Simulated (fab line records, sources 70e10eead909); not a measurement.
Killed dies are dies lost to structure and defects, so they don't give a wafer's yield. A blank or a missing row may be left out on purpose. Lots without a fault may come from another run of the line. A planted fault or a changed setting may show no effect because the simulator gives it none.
Chamber matching | flow nand_harc | NHARC_A_STAIRCASE_DEP_259 on pecvd-02: 3 sister chambers
The step deposits SiON, target thk 30 nm. 16 wafers are shown with their chamber, then 8 later ones without.

WAFERS WITH THEIR CHAMBER
wafer  | chamber | heater_power_w (W)
L077.1 | 2       | 790
L077.3 | 1       | 625
L077.6 | 0       | 665
L081.2 | 2       | 778
L081.3 | 0       | 706
L081.5 | 0       | 710
L083.2 | 2       | 754
L083.3 | 1       | 651
L083.5 | 2       | 742
L086.1 | 0       | 715
L086.2 | 2       | 694
L086.6 | 1       | 679
L090.1 | 2       | 784
L090.5 | 1       | 600
L090.6 | 0       | 710
L093.1 | 0       | 722

SIGNATURES (means of the wafers above)
reading        | chamber 0 | chamber 1 | chamber 2 | scatter within a chamber
heater_power_w | 704.67    | 638.75    | 757.00    | 30.3
Rule: a wafer's distance from a chamber is the root of the sum, over the readings, of the square of ((its reading less the chamber's mean) divided by the reading's scatter). The wafer belongs to the nearest chamber; if the next one is less than 2 further off, it can't be placed. The scatter: the root of (the sum of the squares of (reading less its chamber's mean) over the shown wafers, divided by (wafers less chambers)).

WAFERS WITHOUT THEIR CHAMBER
wafer  | heater_power_w (W)
L093.3 | 680
L093.4 | 678
L097.1 | 740
L097.2 | 608
L097.3 | 701
L097.4 | 704
L097.5 | 746
L097.6 | 606

WHICH CHAMBER EACH WENT THROUGH
wafer  | from the rows above          | in truth
L093.3 | can't be placed: 0 or 1 or 2 | 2
L093.4 | can't be placed: 0 or 1 or 2 | 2
L097.1 | can't be placed: 2 or 0      | 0
L097.2 | 1                            | 1
L097.3 | can't be placed: 0 or 2 or 1 | 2
L097.4 | can't be placed: 0 or 2      | 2
L097.5 | can't be placed: 2 or 0      | 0
L097.6 | 1                            | 1
Placed correctly: 2 of 8. Can't be placed from these rows: 6 (the true chamber is among the candidates in 6). Placed wrongly: 0.
